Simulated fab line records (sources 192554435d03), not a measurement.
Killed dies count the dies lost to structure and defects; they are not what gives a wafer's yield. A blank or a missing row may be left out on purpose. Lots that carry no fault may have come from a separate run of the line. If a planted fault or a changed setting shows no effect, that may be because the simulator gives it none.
Struck lot and sound lot, side by side || flow n5Finfet || 15 out of 1938 route steps
Sound: wafers L456.2, L456.3, L456.6. Wafers L466.1, L466.5, L466.6 were the ones struck. Last of all comes the cause.
Per side, at each step with rows, come the tool, then ch with its chambers, and then its first start. Under that, the readings that differ: sound wafers || struck wafers || difference of the means || sigmas: that difference in standard deviations of wafers without a fault.
alike: readings whose means differ by less than 2 such deviations, and words and numbers that are the same on both sides. not compared: withheld readings, readings that some wafer has no value for, bounds like >300 that may hide the same value, and numbers for which the record gives no deviation and whose values overlap.
A row with sigmas, a row that says differs or no value, or rows on one side alone: a step with any of these is where the two part. Numbers that don't overlap but have no deviation are shown without sigmas and don't part them. Lack of a reading on every wafer of one side parts them only where that side has two or more wafers.

first, 1 step without rows for these wafers: N5_BEOL_M4_DEVELOP_27 (develop time 30 s).
N5_BEOL_M4_CD_MEAS_28: target cd 26.2 nm, target cd y 24.1 nm.
  sound on cdSem-01 ch 0, day 8 20:05; struck on cdSem-03 ch 0, day 11 05:05
  alike: cdNm
N5_BEOL_M4_OVL_MEAS_29:
  sound on overlay-02 ch 0, day 8 20:08; struck on overlay-02 ch 0, day 11 05:07
{"reading": "V3_OVL (nm)", "sound": "1.3 0.6 1.3", "struck": "-1.2 0.5 -0.2", "difference": -1.4, "sigmas": -2}
N5_BEOL_M4_INSPECT_30: inspects for defects (brightfield).
  sound on defectInspect-02, day 8 20:11; struck on defectInspect-01, day 11 05:10
  alike: rawDefectCount
then, 1 step without rows for these wafers: N5_BEOL_M4_DESCUM_33 (chemistry O2, time 7 s).
N5_BEOL_M4_ETCH_77: etches underlayer in N2/H2, target depth 6.5 nm, time 5.2 s.
  sound on rieDiel-03 ch 0,2,3, day 8 20:18; struck on rieDiel-03 ch 1,2, day 11 05:14
  alike: drypumpMotorCurrentA, etchRfOnTimeS, n2FlowSccm, oesProductAu, rfFwdPowerW, rfVppV, showerheadPlenumPTorr, throttleValvePct
  not compared: rfHoursCounterH
N5_BEOL_M4_ETCH_69: etches SiARC in CF4, target depth 15.6 nm, time 26 s.
  sound on rieDiel-03 ch 0,2,3, day 8 20:19; struck on rieDiel-03 ch 1,2, day 11 05:15
{"reading": "rfVppV (V)", "sound": "184.6 187.0 186.8", "struck": "184.7 184.6 183.2", "difference": -2.0, "sigmas": -2}
  alike: cf4FlowSccm, drypumpMotorCurrentA, etchRfOnTimeS, oesProductAu, rfFwdPowerW, showerheadPlenumPTorr, throttleValvePct
  not compared: rfHoursCounterH
N5_BEOL_M4_ALD_98: deposits SiO2, target thk 2.5 nm, pulse time 1 s, co reactant pulse time 1 s.
  sound on aldSin-02 ch 1,2, day 8 20:34; struck on aldSin-02 ch 0,1,3, day 11 05:20
  alike: chamberPressureTorr, heaterPowerW, precursorPulseHeightRel
N5_BEOL_M4_ETCHBACK_99: etches SiO2 in CHF3, target depth 5 nm, time 10.4 s.
  sound on rieDiel-03 ch 0,1, day 8 20:58; struck on rieDiel-05 ch 0,2,3, day 11 05:30
  alike: drypumpMotorCurrentA, oesProductAu, rfVppV, showerheadPlenumPTorr, throttleValvePct
  not compared: rfHoursCounterH
N5_BEOL_M4_ETCH_70: etches SOC in N2/H2, target depth 80 nm, overetch 24 nm, time 130 s.
  sound on rieDiel-03 ch 0,1, day 8 20:59; struck on rieDiel-05 ch 0,2,3, day 11 05:32
  alike: drypumpMotorCurrentA, n2FlowSccm, oesProductAu, rfFwdPowerW, rfVppV, showerheadPlenumPTorr, throttleValvePct
  not compared: rfHoursCounterH
then, 2 steps without rows for these wafers: N5_BEOL_M4_STRIP_71 (strips in N2/H2); N5_BEOL_M4_STRIP_78 (strips in N2/H2).
N5_BEOL_M4_VIA_ETCH_34: etches the open film in C4F6/O2, target depth 69.4 nm, time 65.9 s.
  sound on rieDiel-03 ch 0,1, day 8 21:06; struck on rieDiel-05 ch 0,2,3, day 11 05:38
{"reading": "rfFwdPowerW (W)", "sound": "349.0 348.3 349.4", "struck": "262.0 261.7 263.0", "difference": -86.7, "sigmas": -72}
{"reading": "rfVppV (V)", "sound": "684 665 662", "struck": "762 775 764", "difference": "+97", "sigmas": "+11"}
{"reading": "model.etch.depthNm (nm)", "sound": "69.24 68.62 68.53", "struck": "60.97 63.32 62.76", "difference": -6.45, "sigmas": ""}
{"reading": "model.SOC_of_BEOL_M4_COAT_67.thkNm (nm)", "sound": "51.8 52 51.6", "struck": "52.6 52.4 52.4", "difference": "+0.7", "sigmas": ""}
  alike: drypumpMotorCurrentA, oesProductAu, showerheadPlenumPTorr, throttleValvePct
  not compared: rfHoursCounterH
then, 1 step without rows for these wafers: N5_BEOL_M4_STRIP_83 (strips in C4F6/O2).
N5_BEOL_M4_RC_MEAS_101:
  sound on prober-02 ch 0, day 9 01:12; struck on prober-02 ch 0, day 11 09:54
  alike: DIBL_N, DIBL_P, IOFF_N, IOFF_P, ION_N, ION_P, SS_N, SS_P, VT_N, VT_P

## WHERE THEY PART
First at N5_BEOL_M4_OVL_MEAS_29; last, within this record, at N5_BEOL_M4_VIA_ETCH_34. Later steps at which nothing parts them and some readings are alike: N5_BEOL_M4_RC_MEAS_101.

WHY: whatever the simulator had introduced
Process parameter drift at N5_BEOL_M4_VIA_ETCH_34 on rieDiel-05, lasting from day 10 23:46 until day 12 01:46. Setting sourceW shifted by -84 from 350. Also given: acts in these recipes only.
